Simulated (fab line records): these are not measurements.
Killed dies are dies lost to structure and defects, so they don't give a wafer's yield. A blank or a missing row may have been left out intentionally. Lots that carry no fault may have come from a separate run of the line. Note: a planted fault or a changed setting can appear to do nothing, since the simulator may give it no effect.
Which tool was responsible? | flow n5Finfet | 9 lots, 26 wafers sampled, at 9 steps of a route of 1938

WHAT EACH GAUGE READ, for each wafer
N5_DUMMY_GATE_OVL_MEAS_16.
lot  | measured    | on         | GATE_OVL (nm)
L964 | day 3 17:29 | overlay-01 | -1.1 -0.8 -0.9
L969 | day 4 21:34 | overlay-01 | 0.0 0.4 0.3
L971 | day 5 12:16 | overlay-02 | 0.2 0.4 1.1
L972 | day 5 17:55 | overlay-01 | 0.9 0.9 0.8
L977 | day 6 22:25 | overlay-01 | 0.4 0.4 0.2
L981 | day 8 02:19 | overlay-01 | -1.4 -0.9 -0.5
L982 | day 8 03:58 | overlay-01 | -1.3 -0.6 -1.4
L983 | day 8 11:41 | overlay-01 | 0.8 -0.3 0.7
L984 | day 8 18:10 | overlay-01 | 0.1 -0.4

N5_DUMMY_GATE_INSPECT_17: inspects for defects (brightfield).
lot  | measured    | on               | rawDefectCount
L964 | day 3 17:32 | defectInspect-01 | 131 163 131
L969 | day 4 21:38 | defectInspect-02 | 195 194 220
L971 | day 5 12:20 | defectInspect-01 | 229 271 273
L972 | day 5 17:58 | defectInspect-01 | 264 388 298
L977 | day 6 22:28 | defectInspect-02 | 421 388 420
L981 | day 8 02:22 | defectInspect-01 | 522 584 625
L982 | day 8 04:01 | defectInspect-01 | 507 436 554
L983 | day 8 11:44 | defectInspect-01 | 230 222 205
L984 | day 8 18:13 | defectInspect-01 | 148 161

N5_DUMMY_GATE_CD_MEAS_50 targets a cd of 14 nm.
lot  | measured    | on       | cdNm (nm)
L964 | day 3 17:56 | cdSem-01 | 14.2 14.0 14.1
L969 | day 4 22:06 | cdSem-02 | 13.9 13.8 13.8
L971 | day 5 12:44 | cdSem-03 | 14.3 14.3 13.9
L972 | day 5 18:22 | cdSem-03 | 14.3 14.2 14.4
L977 | day 6 23:02 | cdSem-02 | 13.8 14.3 13.5
L981 | day 8 02:47 | cdSem-03 | 13.8 14.1 14.0
L982 | day 8 04:31 | cdSem-03 | 13.7 14.3 14.8
L983 | day 8 13:20 | cdSem-01 | 13.9 14.1 14.0
L984 | day 8 19:59 | cdSem-01 | 13.8 13.9

N5_DUMMY_GATE_INSPECT_27: inspects for defects (brightfield).
lot  | measured    | on               | rawDefectCount
L964 | day 3 18:43 | defectInspect-01 | 216 297 185
L969 | day 4 23:16 | defectInspect-01 | 303 328 422
L971 | day 5 13:47 | defectInspect-01 | 311 401 361
L972 | day 5 19:09 | defectInspect-02 | 351 516 385
L977 | day 6 23:55 | defectInspect-01 | 519 451 513
L981 | day 8 03:41 | defectInspect-02 | 592 686 708
L982 | day 8 05:17 | defectInspect-01 | 640 522 670
L983 | day 8 14:30 | defectInspect-02 | 324 288 254
L984 | day 8 20:49 | defectInspect-02 | 187 199

N5_SPACER0_INSPECT_04: inspects for defects (darkfield).
lot  | measured    | on               | rawDefectCount
L964 | day 3 20:34 | defectInspect-02 | 81 114 71
L969 | day 4 23:52 | defectInspect-01 | 138 142 152
L971 | day 5 14:23 | defectInspect-02 | 130 172 132
L972 | day 5 20:48 | defectInspect-01 | 170 230 182
L977 | day 7 00:31 | defectInspect-01 | 418 401 380
L981 | day 8 04:17 | defectInspect-01 | 444 484 493
L982 | day 8 05:53 | defectInspect-02 | 381 380 449
L983 | day 8 15:19 | defectInspect-01 | 172 151 135
L984 | day 8 22:45 | defectInspect-02 | 148 115

N5_SD_EPI_N_INSPECT_11: inspects for defects (macro).
lot  | measured    | on               | rawDefectCount
L964 | day 3 20:54 | defectInspect-01 | 4 2 2
L969 | day 5 00:19 | defectInspect-01 | 0 5 2
L971 | day 5 14:43 | defectInspect-01 | 1 0 0
L972 | day 5 21:15 | defectInspect-02 | 1 2 0
L977 | day 7 00:58 | defectInspect-02 | 291 299 282
L981 | day 8 04:44 | defectInspect-01 | 275 266 279
L982 | day 8 06:13 | defectInspect-02 | 276 264 300
L983 | day 8 15:46 | defectInspect-02 | 2 1 2
L984 | day 8 23:13 | defectInspect-02 | 1 1

N5_BEOL_M4_RC_MEAS_101.
lot  | measured     | on        | DIBL_N (mV/V)  | DIBL_P (mV/V)  | IOFF_N (nA/um) | IOFF_P (nA/um) | ION_N (uA/um) | ION_P (uA/um) | SS_N (mV/dec)  | SS_P (mV/dec)  | VT_N (mV)   | VT_P (mV)
L964 | day 14 20:15 | prober-02 | 35.0 37.2 33.3 | 34.9 37.6 33.1 | 0.13 0.18 0.12 | 0.16 0.21 0.15 | 664 681 653   | 447 462 454   | 71.4 71.7 71.0 | 72.5 73.3 72.2 | 252 248 254 | -256 -254 -256
L969 | day 17 06:56 | prober-01 | 36.9 35.9 35.8 | 37.6 36.5 36.0 | 0.16 0.14 0.15 | 0.21 0.19 0.19 | 680 666 677   | 470 454 464   | 71.3 71.4 71.4 | 73.9 73.9 73.5 | 251 252 252 | -251 -253 -252
L971 | day 14 20:29 | prober-01 | 34.4 33.6 34.4 | 34.3 33.3 34.1 | 0.13 0.11 0.13 | 0.19 0.17 0.18 | 660 649 650   | 462 458 454   | 70.7 70.8 70.7 | 73.0 72.6 72.7 | 252 255 252 | -249 -253 -253
L972 | day 17 07:19 | prober-02 | 38.4 34.9 36.7 | 39.6 35.3 38.1 | 0.24 0.15 0.19 | 0.29 0.21 0.26 | 691 673 673   | 467 465 469   | 72.4 71.5 71.7 | 74.2 73.4 73.8 | 244 251 248 | -246 -251 -247
L977 | day 17 20:31 | prober-01 | 37.5 35.6 36.9 | 37.2 34.8 36.1 | 0.17 0.14 0.16 | 0.22 0.19 0.21 | 679 659 680   | 461 454 462   | 71.5 71.2 71.5 | 73.1 73.4 73.6 | 246 251 249 | -253 -250 -251
L981 | day 20 04:14 | prober-01 | 38.2 37.8 35.0 | 37.8 36.4 33.0 | 0.17 0.16 0.11 | 0.23 0.20 0.16 | 669 659 663   | 455 456 457   | 72.1 72.2 71.0 | 73.5 74.3 72.4 | 249 248 254 | -248 -253 -254
L982 | day 19 04:35 | prober-01 | 37.5 35.8 38.9 | 36.4 35.5 38.6 | 0.16 0.14 0.19 | 0.21 0.20 0.24 | 662 659 670   | 455 462 460   | 71.3 70.8 71.8 | 73.1 73.3 73.6 | 249 252 248 | -249 -251 -247
L983 | day 20 05:26 | prober-02 | 35.9 35.6 33.5 | 35.3 34.6 32.1 | 0.15 0.13 0.10 | 0.19 0.19 0.15 | 686 659 648   | 472 458 450   | 71.0 71.7 71.4 | 72.7 72.8 72.0 | 247 251 256 | -250 -251 -255
L984 | day 20 12:02 | prober-01 | 38.3 38.3      | 39.7 39.2      | 0.23 0.22      | 0.28 0.27      | 708 685       | 480 465       | 71.9 71.4      | 73.8 74.4      | 243 244     | -245 -244

WHICH TOOL RAN EACH LOT (tool, then ch and the chambers of the sampled wafers, then the start)
lot  | N5_STI_FIN_REVEAL_OXIDATION_31     | N5_DUMMY_GATE_CMP_04
L964 | plasmaAsher-02 ch 0, day 3 06:11   | cmp-03 ch 0,1,3, day 3 10:59
L969 | plasmaAsher-01 ch 0,1, day 4 12:25 | cmp-01 ch 0,1,2, day 4 17:04
L971 | plasmaAsher-02 ch 0,1, day 5 01:01 | cmp-04 ch 1,2,3, day 5 07:43
L972 | plasmaAsher-01 ch 0, day 5 06:56   | cmp-04 ch 1,2,3, day 5 13:23
L977 | plasmaAsher-02 ch 0,1, day 6 12:32 | cmp-04 ch 2,3, day 6 17:42
L981 | plasmaAsher-01 ch 0,1, day 7 14:08 | cmp-04 ch 0,1,2, day 7 19:43
L982 | plasmaAsher-02 ch 0,1, day 7 18:31 | cmp-04 ch 1,2, day 7 23:23
L983 | plasmaAsher-01 ch 0,1, day 8 02:23 | cmp-03 ch 0,1,2, day 8 07:02
L984 | plasmaAsher-01 ch 0,1, day 8 07:51 | cmp-03 ch 0,3, day 8 12:27
- N5_STI_FIN_REVEAL_OXIDATION_31: chemistry O2 PLASMA REMOTE, time 20 s.
- N5_DUMMY_GATE_CMP_04: polishes a-Si.

AS READ BY THE TOOLS THEMSELVES (means over the sampled wafers that have a number; for cases with no such wafer, the mark the record gives instead)
N5_STI_FIN_REVEAL_OXIDATION_31.
lot  | tool           | drypumpMotorCurrentA (A) | heaterPowerW (W)
L964 | plasmaAsher-02 | 5.2                      | 170
L969 | plasmaAsher-01 | 6.0                      | 147
L971 | plasmaAsher-02 | 5.7                      | 162
L972 | plasmaAsher-01 | 6.2                      | 147
L977 | plasmaAsher-02 | 5.5                      | 167
L981 | plasmaAsher-01 | 6.1                      | 148
L982 | plasmaAsher-02 | 5.7                      | 159
L983 | plasmaAsher-01 | 6.0                      | 144
L984 | plasmaAsher-01 | 6.1                      | 146

N5_DUMMY_GATE_CMP_04.
lot  | tool   | motorCurrentA (A) | padLifeWafers | slurryFlowMlMin | timeToEndpointS (s)
L964 | cmp-03 | 9.6               | 134           | 149.7           | 13.4
L969 | cmp-01 | 9.7               | 1778          | 149.5           | 15.1
L971 | cmp-04 | 9.5               | 1508          | 149.9           | 13.8
L972 | cmp-04 | 9.6               | 1550          | 150.3           | 14.1
L977 | cmp-04 | 9.7               | 1770          | 149.9           | 16.5
L981 | cmp-04 | 10.0              | 2006          | 149.8           | 13.1
L982 | cmp-04 | 9.2               | 2046          | 150.3           | 13.9
L983 | cmp-03 | 9.6               | 1064          | 149.4           | 15.6
L984 | cmp-03 | 9.9               | 1123          | 150.2           | 13.7

THE ANSWER, worked out from the rows above alone
Rule: usual is defined by the lots themselves. Put in order of their means at a reading, lots are off if they are a third of the lots or fewer, leave a main group of 4 or more, and stand apart from it by a gap of 3 or more times the standard deviation of the main group's means; of several such gaps the widest counts. A main group whose means are all the same, to the digits that the tables above print for the reading, isn't used. Also off: a lot with no number at a reading for which 4 or more lots have one. All remaining lots with rows at the step are treated as sound. Order of review: gauges by route order, followed by the tools' own readings, for which a lot's mean as printed above is used. At the first step where some lot is off, the reading lying furthest off is the one used; lots without a number count as furthest.
Off: L977, L981, L982 (N5_SPACER0_INSPECT_04, rawDefectCount). The main group: mean 143, standard deviation 31.
If a tool, at a process step before that reading, ran all the lots that are off and no sound lot after the first of them, it fits. The gauges at N5_SPACER0_INSPECT_04 are tried like those tools. One fits: N5_DUMMY_GATE_CMP_04 on cmp-04. A fault onset in the window from L972 (day 5 13:23, its last sound lot) to L977 (day 6 17:42, its first lot off) fits.

WHAT THE SIMULATOR HAD INSERTED
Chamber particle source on cmp-04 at N5_DUMMY_GATE_CMP_04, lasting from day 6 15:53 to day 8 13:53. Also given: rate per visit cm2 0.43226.
Lots struck among those shown: L977, L981, L982. Same finding as the rule above.
